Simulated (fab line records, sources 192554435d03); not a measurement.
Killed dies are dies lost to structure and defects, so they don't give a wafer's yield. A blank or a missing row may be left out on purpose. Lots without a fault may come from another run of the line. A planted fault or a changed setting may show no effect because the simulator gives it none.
Split-lot experiment | flow n5_finfet | 7 lots, 21 wafers read, on a route of 1938 steps

THE SPLIT
At N5_BEOL_M15_TRENCH_ETCH_34 (etches SiO2 in C4F8/O2/Ar, target depth 872.93 nm, time 199 s), the setting time_s was moved away from the recipe's 199 s on 7 of the 21 wafers read, by -17.4% to +19.5%. The other wafers ran this setting at the recipe's value.

The reading is taken at the split's own step.

THE READING
coat_of_BEOL_M15_COAT_22.thk_nm (the simulator's own value, which no gauge read), in nm, at N5_BEOL_M15_TRENCH_ETCH_34 (etches SiO2 in C4F8/O2/Ar, target depth 872.93 nm, time 199 s). The file gives no usual value for it. The 14 wafers here that ran the recipe average 546.3 nm, standard deviation 6.9 nm.

wafer  | tool, chamber at the split | time_s as run, s | against the recipe | coat_of_BEOL_M15_COAT_22.thk_nm, nm | against lot-mates on the recipe
L074.1 | rie_diel-06, 2             | 199              | recipe             | 541                                 | -
L074.2 | rie_diel-06, 3             | 210.9            | +6.0%              | 543.2                               | -2.5
L074.3 | rie_diel-06, 0             | 199              | recipe             | 550.4                               | -
L076.2 | rie_diel-01, 1             | 199              | recipe             | 563.8                               | -
L076.3 | rie_diel-01, 0             | 199              | recipe             | 549.4                               | -
L076.6 | rie_diel-01, 3             | 199              | recipe             | 541.8                               | -
L080.1 | rie_diel-06, 1             | 199              | recipe             | 544                                 | -
L080.3 | rie_diel-06, 3             | 199              | recipe             | 552.6                               | -
L080.6 | rie_diel-06, 1             | 199              | recipe             | 544                                 | -
L078.4 | rie_diel-01, 2             | 164.4            | -17.4%             | 570.6                               | +22.4
L078.5 | rie_diel-01, 3             | 164.4            | -17.4%             | 572.8                               | +24.6
L078.6 | rie_diel-01, 0             | 199              | recipe             | 548.2                               | -
L084.1 | rie_diel-06, 2             | 199              | recipe             | 543                                 | -
L084.2 | rie_diel-06, 0             | 199              | recipe             | 552.6                               | -
L084.4 | rie_diel-06, 3             | 234.9            | +18.0%             | 518.6                               | -29.2
L089.2 | rie_diel-05, 0             | 199              | recipe             | 541                                 | -
L089.4 | rie_diel-05, 1             | 199              | recipe             | 540.6                               | -
L089.6 | rie_diel-05, 3             | 218.6            | +9.8%              | 516.8                               | -24.0
L093.2 | rie_diel-05, 1             | 199              | recipe             | 535.6                               | -
L093.5 | rie_diel-05, 1             | 237.9            | +19.5%             | 503.6                               | -32.0
L093.6 | rie_diel-05, 2             | 237.9            | +19.5%             | 492.8                               | -42.8

THE FIT
A straight line over all 21 wafers: coat_of_BEOL_M15_COAT_22.thk_nm changes by -1.92 nm for each +1% of time_s; r = -0.92; the points scatter about the line by 8.1 nm.
The same after taking each lot's own level away (the mean of its wafers on the recipe; 21 wafers): -1.65 nm for each +1%; r = -0.94; scatter 5.9 nm.
On that fit, the largest move of time_s shifts the reading by 32 nm.
The lots' own levels span 535.60 to 551.67 nm, that is 2.3 times the standard deviation above.
So the lot-to-lot level changes the slope: the two fits differ.
Check: with one of the wafers moved furthest among these (+19.5%) left out of the fit, the line predicts -33.7 nm for it against its lot-mates. It came out at -32 nm against them.

OTHER SPLITS ON THESE WAFERS
These wafers also went through other splits before the reading. Each is held against what the fit with the lots' levels taken away leaves over:
other split on the same wafers    | wafers away from the commonest value | r with coat_of_BEOL_M15_COAT_22.thk_nm (lot level and that fit taken away)
N5_BEOL_M14_PEB_26 peb_temp_c     | 4                                    | -0.39
N5_BEOL_M14_TRENCH_ETCH_34 time_s | 6                                    | -0.16

THE WHOLE CHAIN: every reading that the file lists as answering this split, in the file's order
step                       | what it does                                                  | reading                                                                          | change (the file's fit)              | r (the file's)
N5_BEOL_M15_TRENCH_ETCH_34 | etches SiO2 in C4F8/O2/Ar, target depth 872.93 nm, time 199 s | etch.depth_nm (the simulator's own value, which no gauge read)                   | +9.06 nm for each +1% of the setting | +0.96
N5_BEOL_M15_TRENCH_ETCH_34 | etches SiO2 in C4F8/O2/Ar, target depth 872.93 nm, time 199 s | coat_of_BEOL_M15_COAT_22.thk_nm (the simulator's own value, which no gauge read) | -1.68 nm for each +1% of the setting | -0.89

THE FILE'S OWN FIT
coat_of_BEOL_M15_COAT_22.thk_nm changes by -1.68 nm for each +1% of time_s, r = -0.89.
